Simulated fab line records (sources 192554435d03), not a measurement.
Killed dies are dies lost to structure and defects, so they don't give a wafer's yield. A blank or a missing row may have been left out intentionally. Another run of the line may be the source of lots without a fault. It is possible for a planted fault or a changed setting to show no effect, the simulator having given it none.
Code-filled problem report in 8D (eight disciplines) form    flow n5Finfet    the parts of the form that need people (team, actions taken, sign-off) are left out

1. THE ISSUE
N5_PASSIVATION_PROBE_49, killed_at_M0_to_M3: mean 186 over 1 wafer from 1 lot; wafers with no fault: 33, standard deviation 10. That is +15 standard deviations from the usual mean.
The first sign was on wafer L274.4 at day 14 17:19, on prober-02. At this step, 6 wafers from 2 lots have a number in the record. By rule, "out" or "out of limits" means more than 4 standard deviations away from the usual mean. All remaining wafers that have a number are taken as sound.

2. WHAT IT IS, AND WHAT IT ISN'T
question                     is                                                                                                is not
which readings at this step  killed_at_M0_to_M3, defectLimitedYield, killedDies, sort_bin_5_function, sortNPass, sortYieldPct  killed_at_M4_up, killedAtContacts, killedAtFrontEnd, killedAtOther, killedOpen, killedShort, sort_bin_6_memory
which lots                   L274                                                                                              L289
which wafers of those lots   L274.4                                                                                            L274.2, L274.6
read on which tools          prober-02                                                                                         prober-01
when                         from day 14 17:19                                                                                 up to then (1 sound wafer); but 4 sound wafers of L274, L289 came after

3. THE SUSPECTS, EACH WITH WHAT RULES IT OUT
Counting: any tool at a process step up to the reading remains a suspect provided it ran every lot that is out. Sound lots after the first of them don't rule it out here, since some wafers of a struck lot are sound.
- cvdCo-02 at N5_BEOL_M1_CVD_47 (deposits Co from CCTBA/H2, target thk 3 nm, time 223.8 s): kept. It ran the lot that is out, L274 (day 8 03:07).
- rieDiel-01 at N5_PASSIVATION_DESCUM_12 (chemistry O2, time 7.9 s): kept. It ran the lot that is out, L274 (day 13 23:23).
- rieDiel-05 at N5_PASSIVATION_STRIP_34 (strips in O2): kept. It ran the lot that is out, L274 (day 14 02:03).
- prober-02 at N5_PASSIVATION_PROBE_49: kept. It ran the lot that is out, L274 (day 14 17:13). Its own readings are out on those wafers: defectLimitedYield, killed_at_M0_to_M3, killedDies, sort_bin_5_function, sortNPass, sortYieldPct.
- Within rieDiel-05 at N5_PASSIVATION_STRIP_34: the wafers that are out ran in chamber 2; their sound lot-mates ran in chambers 0, 3.
Left after counting: cvdCo-02 at N5_BEOL_M1_CVD_47, rieDiel-01 at N5_PASSIVATION_DESCUM_12, rieDiel-05 at N5_PASSIVATION_STRIP_34, prober-02 at N5_PASSIVATION_PROBE_49.

4. THE CAUSE (what the simulator had put in)
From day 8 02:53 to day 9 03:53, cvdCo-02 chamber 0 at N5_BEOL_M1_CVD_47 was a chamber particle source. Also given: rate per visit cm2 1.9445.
After counting, 4 suspects remain, this tool included.

5. THE CHAIN OF EFFECTS, in route order
Each row: a reading where the mean over the struck wafers with a number is more than 3 standard deviations away from the usual. Only readings for which the record gives a usual standard deviation are gone through. hours: the time from each lot's start at the first step in this table that gives one to its start at this step, as a median over the lots. sigmas: the change in usual standard deviations.
hours  step                     reading              usual   on struck wafers  change  sigmas
0      N5_PASSIVATION_PROBE_49  defectLimitedYield   91.3 %  77.9              -13.4   -9.6
0      N5_PASSIVATION_PROBE_49  killed_at_M0_to_M3   33      186               +153    +15
0      N5_PASSIVATION_PROBE_49  killedDies           103     261               +158    +9.9
0      N5_PASSIVATION_PROBE_49  killedOnRim          14      29                +15     +3.8
0      N5_PASSIVATION_PROBE_49  sort_bin_5_function  5.1 %   13.6              +8.5    +9.7
0      N5_PASSIVATION_PROBE_49  sortNPass            1077    919               -158    -9.9
0      N5_PASSIVATION_PROBE_49  sortYieldPct         91.3 %  77.9              -13.4   -9.6
Here are the process steps it includes:
- N5_PASSIVATION_PROBE_49

6. HOW IT WOULD HAVE BEEN CAUGHT EARLIER
In this record no reading fell out of limits until day 14 17:19, 158 hours after the fault had begun at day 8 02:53.
The start of N5_BEOL_M1_CVD_47 on cvdCo-02 came by day 14 17:19 for every one of the lots that are out (1). Tool hold at that time: it would have spared none of them.
